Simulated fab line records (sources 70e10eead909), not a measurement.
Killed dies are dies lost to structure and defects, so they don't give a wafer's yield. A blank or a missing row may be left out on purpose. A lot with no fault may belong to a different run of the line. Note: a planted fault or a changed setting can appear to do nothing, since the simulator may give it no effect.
Chamber matching + flow nand_harc + NHARC_P_ZERO_WELL_ETCH_65 on rie_diel-10 has 4 sister chambers
The step etches the open film in N2/H2, target depth 80 nm, overetch 24 nm, time 87.88 s. 14 wafers are shown with their chamber, then 7 later ones without.

EACH WAFER AND ITS CHAMBER
| wafer  | chamber | showerhead_plenum_p_Torr (Torr) | rf_vpp_V (V) | oes_product_au (a.u.) |
|--------|---------|---------------------------------|--------------|-----------------------|
| L075.2 | 0       | 1.91                            | 427.0        | 1.009                 |
| L075.5 | 3       | 2.01                            | 430.4        | 1.005                 |
| L075.6 | 2       | 2.00                            | 431.1        | 1.020                 |
| L078.3 | 2       | 2.00                            | 430.1        | 1.012                 |
| L078.5 | 2       | 2.00                            | 430.2        | 1.019                 |
| L078.6 | 3       | 2.00                            | 430.0        | 1.010                 |
| L082.1 | 0       | 1.90                            | 424.9        | 1.011                 |
| L082.2 | 1       | 1.93                            | 426.3        | 0.991                 |
| L082.4 | 3       | 2.00                            | 430.6        | 1.006                 |
| L083.1 | 3       | 2.00                            | 427.9        | 0.993                 |
| L083.2 | 2       | 1.99                            | 428.4        | 0.996                 |
| L083.3 | 1       | 1.93                            | 425.7        | 0.984                 |
| L087.1 | 3       | 1.99                            | 429.4        | 1.000                 |
| L087.5 | 1       | 1.93                            | 427.6        | 0.991                 |

SIGNATURES (averages over the wafers above)
| reading                  | chamber 0 | chamber 1 | chamber 2 | chamber 3 | scatter within a chamber |
|--------------------------|-----------|-----------|-----------|-----------|--------------------------|
| showerhead_plenum_p_Torr | 1.9050    | 1.9300    | 1.9975    | 2.0000    | 0.0057                   |
| rf_vpp_V                 | 425.950   | 426.533   | 429.950   | 429.660   | 1.12                     |
| oes_product_au           | 1.01000   | 0.98867   | 1.01175   | 1.00280   | 0.00758                  |
Rule: a wafer lies at a distance from a chamber equal to the root of the sum of squares, over the readings, of (its reading less the chamber's mean, divided by the reading's scatter). The wafer belongs to the nearest chamber; if the next one is less than 2 further off, it can't be placed. The scatter: take each reading less its chamber's mean, square it, sum over the shown wafers, divide by the number of wafers less the number of chambers, and take the root.

WAFERS WHOSE CHAMBER IS MISSING
| wafer  | showerhead_plenum_p_Torr (Torr) | rf_vpp_V (V) | oes_product_au (a.u.) |
|--------|---------------------------------|--------------|-----------------------|
| L087.6 | 1.99                            | 429.3        | 1.009                 |
| L090.1 | 1.99                            | 429.1        | 1.009                 |
| L090.4 | 1.93                            | 427.6        | 0.997                 |
| L090.5 | 1.99                            | 428.3        | 1.005                 |
| L094.1 | 1.98                            | 428.4        | 1.004                 |
| L094.2 | 1.89                            | 425.6        | 1.016                 |
| L094.5 | 1.98                            | 427.7        | 1.004                 |

THE CHAMBER EACH PASSED THROUGH
| wafer  | from the rows above     | in truth |
|--------|-------------------------|----------|
| L087.6 | can't be placed: 2 or 3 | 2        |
| L090.1 | can't be placed: 2 or 3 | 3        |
| L090.4 | 1                       | 1        |
| L090.5 | can't be placed: 3 or 2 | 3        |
| L094.1 | can't be placed: 2 or 3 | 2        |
| L094.2 | 0                       | 0        |
| L094.5 | can't be placed: 2 or 3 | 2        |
Placed correctly: 2 of 7. These rows do not allow placing 5 (true chamber among the candidates in 5). 0 placed wrongly.
